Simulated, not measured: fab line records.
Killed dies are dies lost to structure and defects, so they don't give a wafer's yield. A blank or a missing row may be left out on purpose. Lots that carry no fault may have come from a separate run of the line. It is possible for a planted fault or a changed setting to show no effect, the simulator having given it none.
fab line records | flow n5Finfet
[record] lots = 7 wafers = 39
route steps=1938 shown PMOS_HMC_CHANNEL_EPI@78 DUMMY_GATE@246 SD_EPI_P@312 GATE_CUT@469
startH: start of the lot's first displayed wafer, in hours after the record's first day | waitH: hours elapsed since this lot's preceding step | " unchanged from the row above | L1.1+2: one row covering several wafers at once | - value missing, or start not given | * or withheld: withheld | < > ~ a bound
route shown NAME@n: names a module that has steps shown in the file, with the first one's number in the route | usual: mean/standard deviation of fault-free wafers | same: alike in all rows | chamber/n: place in a boat | sites: each site's reading | _std_site: the values' standard deviation | _edge_site: the outer-site mean with the inner-site mean subtracted | radiusMm: for every site, how far away it sits from the centre of the wafer | mask NAME#n: copy n | behind: the most recent tool/chamber to have shaped the wafer | hold: why the lot went on hold/how many hours it stayed there/how the hold came to an end | device: the n, p or np transistor that did not switch | end of line: the same wafers' tests at the end of the route | a step with no rows: only its recipe | killed: not the wafer's yield, but the dies lost to structure and defects at the first sort | map: per-die view of a wafer (x killed, . not killed, _ where there is no die)
set.NAME: the run value of the setting; set.NAME@STEP: its run value at that earlier step | model.NAME: the simulator's own value behind a step, which no gauge read
lots run with intentionally changed settings; tables by step, rows by wafer
[[steps]]
[step N5_PMOS_HMC_CHANNEL_EPI_EPI_20]
[recipe] material = SiGe30 maskMaterial = SiO2 pressureTorr = 20 targetThkA = 590 tempC = 600
// columns lot.wafer tool chamber startH waitH set.tempC model.SiGe30_of_PMOS_HMC_CHANNEL_EPI_EPI_20.thkNm
L075.1 epiRpcvd-04 0 23.89 0.0 600 58.6
L075.2 " 0 " " 600 58.86
L075.4 " 0 " " 600 58.8
L079.1 epiRpcvd-04 0 48.04 0.0 600 58.22
L079.2 " 0 " " 600 58.2
L079.3 " 0 " " 594.5 53.32
L079.4 " 0 " " 600 58.54
L079.5 " 0 " " 594.5 53.46
L079.6 " 0 " " 594.5 52.96
L081.1 epiRpcvd-02 0 60.38 0.0 600 59.3
L081.2 " 0 " " 600 58.97
L081.3 " 0 " " 600 58.33
L081.4 " 0 " " 600 59.16
L081.5 " 0 " " 600 58.13
L081.6 " 0 " " 600 58.77
L085.1 epiRpcvd-03 0 83.89 0.0 593.5 52.49
L085.2 " 0 " " 600 59.58
L085.3 " 0 " " 600 59.24
L085.4 " 0 " " 593.5 53.01
L085.5 " 0 " " 593.5 52.99
L085.6 " 0 " " 600 59.6
L090.1 epiRpcvd-02 0 114.36 0.0 600 59.36
L090.2 " 0 " " 600 58.91
L090.3 " 0 " " 600 58.78
L090.4 " 0 " " 600 58.48
L090.5 " 0 " " 600 59.2
L090.6 " 0 " " 600 59.25
L091.1 epiRpcvd-03 0 120.16 0.0 602.1 61.63
L091.2+3 " 0 " " 600 59.3
L091.4 " 0 " " 600 60.09
L091.5 " 0 " " 602.1 61.48
L091.6 " 0 " " 602.1 62.24
L097.1 epiRpcvd-03 0 155.90 0.0 600 58.91
L097.2 " 0 " " 600 58.22
L097.3 " 0 " " 600 58.45
L097.4 " 0 " " 600 58.6
L097.5 " 0 " " 600 58.46
L097.6 " 0 " " 600 58.62
[step N5_PMOS_HMC_CHANNEL_EPI_HM_STRIP_35]
[recipe] chemistry = dHF tempC = 25 material = SiO2 target = SiO2 targetDepthA = 396 timeS = 216
[step N5_PMOS_HMC_CHANNEL_EPI_SRD_39]
[recipe] dry = ipaMarangoni timeS = 30 tempC = 23 rinseLiquid = diw
[step N5_PMOS_HMC_CHANNEL_EPI_CMP_21]
[recipe] material = SiGe30 postCmpClean = alkalineBrush targetThkNm = 54
// columns lot.wafer tool chamber startH waitH set.tempC@PMOS_HMC_CHANNEL_EPI_EPI_20 model.SiGe30_of_PMOS_HMC_CHANNEL_EPI_EPI_20.thkNm
L075.1 cmp-04 2 25.23 0.0 600 53.94
L075.4 " 3 " " 600 53.82
L075.2 " 0 " " 600 53.87
L079.3 cmp-01 2 49.40 0.1 594.5 53.26
L079.1 " 3 " " 600 54.13
L079.2 " 0 " " 600 53.9
L079.4 " 1 " " 600 54.02
L079.5 " 2 " " 594.5 53.4
L079.6 " 3 " " 594.5 52.91
L081.1 cmp-01 3 62.21 0.0 600 54.07
L081.4 " 0 " " 600 54.04
L081.2+6 " 1,0 " " 600 53.98
L081.3 " 2 " " 600 53.86
L081.5 " 3 " " 600 54.14
L085.3 cmp-04 3 85.23 0.0 600 53.85
L085.4 " 0 " " 593.5 52.95
L085.1 " 1 " " 593.5 52.43
L085.2 " 2 " " 600 54.07
L085.5 " 3 " " 593.5 52.93
L085.6 " 0 " " 600 54.05
L090.2 cmp-04 2 115.71 0.0 600 54.01
L090.1 " 3 " " 600 53.98
L090.3 " 0 " " 600 54
L090.4 " 1 " " 600 53.82
L090.5 " 2 " " 600 53.93
L090.6 " 3 " " 600 53.97
L091.3 cmp-01 3 121.50 0.0 600 54.3
L091.2 " 0 " " 600 54.08
L091.1 " 1 " " 602.1 54.06
L091.4 " 2 " " 600 54.06
L091.6 " 3 " " 602.1 54.62
L091.5 " 0 " " 602.1 54.11
L097.4 cmp-04 0 157.23 0.0 600 54.04
L097.3 " 1 " " 600 54
L097.2 " 2 " " 600 54.08
L097.1 " 3 " " 600 54.01
L097.6 " 0 " " 600 54.07
L097.5 " 1 " " 600 53.99
[step N5_DUMMY_GATE_ETCH_32]
[recipe] chemistry = CF4 target = SiO2 targetDepthA = 35 timeS = 3.9 ionEnergyEv = 350 pressureMtorr = 10 icpW = 800 biasW = 400 cf4FlowSccm = 80
// columns lot.wafer tool chamber startH waitH set.timeS model.etch.depthNm
L075.1 rieSi-06 3 53.18 0.1 3.9 3.445
L075.2 " 2 " " 3.9 3.495
L075.4 " 1 " " 3.9 3.609
L079.1 rieSi-06 2 80.00 0.1 3.124 2.779
L079.2 " 3 " " 3.9 3.39
L079.3 " 0 " " 3.9 3.446
L079.4 " 1 " " 3.124 2.903
L079.5 " 0 " " 3.124 2.761
L079.6 " 1 " " 3.9 3.645
L081.1 rieSi-06 0 91.09 0.1 3.9 3.446
L081.2 " 2 " " 3.9 3.429
L081.3 " 3 " " 3.9 3.369
L081.4 " 1 " " 4.231 3.865
L081.5 " 2 " " 4.231 3.728
L081.6 " 3 " " 4.231 3.639
L085.1 rieSi-06 2 114.53 0.1 3.9 3.429
L085.2 " 3 " " 3.9 3.382
L085.3 " 1 " " 3.9 3.587
L085.4 " 1 " " 3.9 3.588
L085.5 " 3 " " 3.9 3.383
L085.6 " 2 " " 3.9 3.464
L090.1 rieSi-01 1 144.13 0.1 4.635 3.987
L090.2 " 2 " " 3.9 3.451
L090.3 " 3 " " 4.635 4.246
L090.4 " 3 " " 3.9 3.574
L090.5 " 2 " " 4.635 4.069
L090.6 " 1 " " 3.9 3.353
L091.1 rieSi-05 1 150.50 0.1 3.9 3.491
L091.2 " 2 " " 4.478 3.931
L091.3 " 0 " " 4.478 4.035
L091.4 " 3 " " 3.9 3.399
L091.5 " 2 " " 4.478 3.937
L091.6 " 3 " " 3.9 3.426
L097.1 rieSi-05 3 188.66 0.1 4.355 3.811
L097.2 " 2 " " 3.9 3.45
L097.3 " 0 " " 4.355 3.921
L097.4 " 3 " " 4.355 3.793
L097.5 " 0 " " 3.9 3.527
L097.6 " 2 " " 3.9 3.428
[step N5_SD_EPI_P_ETCH_16]
[recipe] chemistry = CHF3/O2 target = SiO2 targetDepthA = 50 maskMaterial = SOC pressureMtorr = 30 sourceW = 650 biasW = 170 Ar_flow_sccm = 200 CHF3_flow_sccm = 50 O2_flow_sccm = 5 ionEnergyEv = 200
// columns lot.wafer tool chamber startH waitH set.targetDepthA model.etch.depthNm
L075.1 rieDiel-05 2 61.37 0.1 50 4.919
L075.2 " 3 " " 50 5.002
L075.4 " 0 " " 50 5.133
L079.1+2 rieDiel-01 1,3 88.50 0.1 51.99 5.206
L079.3 " 0 " " 51.99 5.136
L079.4 " 2 " " 50 4.928
L079.5 " 0 " " 50 4.976
L079.6 " 1 " " 50 4.962
L081.1 rieDiel-02 1 100.07 0.1 52.69 5.252
L081.2 " 2 " " 50 5.01
L081.3 " 0 " " 50 5.124
L081.4 " 3 " " 52.69 5.131
L081.5 " 2 " " 52.69 5.297
L081.6 " 1 " " 50 5.005
L085.1 rieDiel-05 1 121.69 0.1 56.17 5.496
L085.2 " 0 " " 50 5.051
L085.3 " 3 " " 56.17 5.69
L085.4 " 2 " " 50 4.816
L085.5 " 0 " " 50 5.114
L085.6 " 3 " " 56.17 5.662
L090.1 rieDiel-05 2 150.62 0.1 45.99 4.466
L090.2 " 1 " " 45.99 4.404
L090.3 " 3 " " 50 4.983
L090.4 " 0 " " 50 4.984
L090.5 " 0 " " 45.99 4.581
L090.6 " 1 " " 50 4.804
L091.1 rieDiel-01 2 157.05 0.1 50 4.965
L091.2 " 3 " " 54.91 5.533
L091.3 " 0 " " 50 5.054
L091.4 " 1 " " 54.91 5.523
L091.5 " 0 " " 54.91 5.519
L091.6 " 3 " " 50 5.082
L097.1 rieDiel-01 3 196.58 0.1 47.6 4.77
L097.2 " 2 " " 50 4.893
L097.3 " 1 " " 47.6 4.699
L097.4 " 0 " " 50 4.988
L097.5 " 0 " " 50 4.947
L097.6 " 3 " " 47.6 4.709
[step N5_GATE_CUT_ETCH_58]
[recipe] chemistry = CH3F/O2 target = SiNx targetDepthA = 170 timeS = 128.6 ionEnergyEv = 50 pressureMtorr = 30 sourceW = 415 biasW = 21 Ar_flow_sccm = 150 CH3F_flow_sccm = 30 O2_flow_sccm = 20
// columns lot.wafer tool chamber startH waitH set.timeS model.etch.depthNm
L075.1 rieDiel-05 3 86.25 0.2 128.6 17.04
L075.2 " 2 " " 128.6 16.37
L075.4 " 1 " " 128.6 16.73
L079.1 rieDiel-02 0 115.35 0.1 128.6 17.43
L079.2 " 3 " " 128.6 16.73
L079.3 " 2 " " 115.7 15.46
L079.4 " 0 " " 115.7 15.84
L079.5 " 3 " " 115.7 15.09
L079.6 " 2 " " 128.6 17.22
L081.1 rieDiel-05 3 126.81 0.2 128.6 17.17
L081.2 " 0 " " 137.2 18.39
L081.3 " 1 " " 137.2 17.94
L081.4 " 2 " " 137.2 17.61
L081.5 " 0 " " 128.6 17.31
L081.6 " 3 " " 128.6 17.21
L085.1 rieDiel-01 0 146.60 0.0 128.6 16.81
L085.2 " 3 " " 128.6 17.04
L085.3 " 1 " " 147.1 19.15
L085.4 " 2 " " 147.1 19.14
L085.5 " 2 " " 128.6 16.66
L085.6 " 3 " " 147.1 19.42
L090.1 rieDiel-05 0 176.92 0.0 128.6 17.38
L090.2 " 3 " " 153.5 20.4
L090.3 " 2 " " 153.5 19.82
L090.4 " 1 " " 128.6 16.44
L090.5 " 3 " " 153.5 20.72
L090.6 " 2 " " 128.6 16.73
L091.1 rieDiel-01 1 182.11 0.0 128.6 16.97
L091.2 " 2 " " 128.6 16.67
L091.3 " 3 " " 128.6 16.98
L091.4 " 3 " " 128.6 17.04
L091.5 " 2 " " 128.6 16.79
L091.6 " 1 " " 128.6 16.95
L097.1 rieDiel-02 3 220.93 0.0 128.6 16.61
L097.2 " 2 " " 128.6 17.01
L097.3 " 0 " " 128.6 17.44
L097.4 " 1 " " 128.6 17.21
L097.5 " 1 " " 128.6 17.12
L097.6 " 0 " " 128.6 17.23
[[key]]
[split] step = N5_PMOS_HMC_CHANNEL_EPI_EPI_20 setting = tempC stated = 600 by = wafer
[response] step = N5_PMOS_HMC_CHANNEL_EPI_EPI_20 reading = model.SiGe30_of_PMOS_HMC_CHANNEL_EPI_EPI_20.thkNm change = +5.91 per = 1% r = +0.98
[response] step = N5_PMOS_HMC_CHANNEL_EPI_CMP_21 reading = model.SiGe30_of_PMOS_HMC_CHANNEL_EPI_EPI_20.thkNm change = +0.993 per = 1% r = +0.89
[split] step = N5_DUMMY_GATE_ETCH_32 setting = timeS stated = 3.9 by = wafer
[response] step = N5_DUMMY_GATE_ETCH_32 reading = model.etch.depthNm change = +0.0344 per = 1% r = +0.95
[split] step = N5_SD_EPI_P_ETCH_16 setting = targetDepthA stated = 50 by = wafer
[response] step = N5_SD_EPI_P_ETCH_16 reading = model.etch.depthNm change = +0.0498 per = 1% r = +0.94
[split] step = N5_GATE_CUT_ETCH_58 setting = timeS stated = 128.6 by = wafer
[response] step = N5_GATE_CUT_ETCH_58 reading = model.etch.depthNm change = +0.169 per = 1% r = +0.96
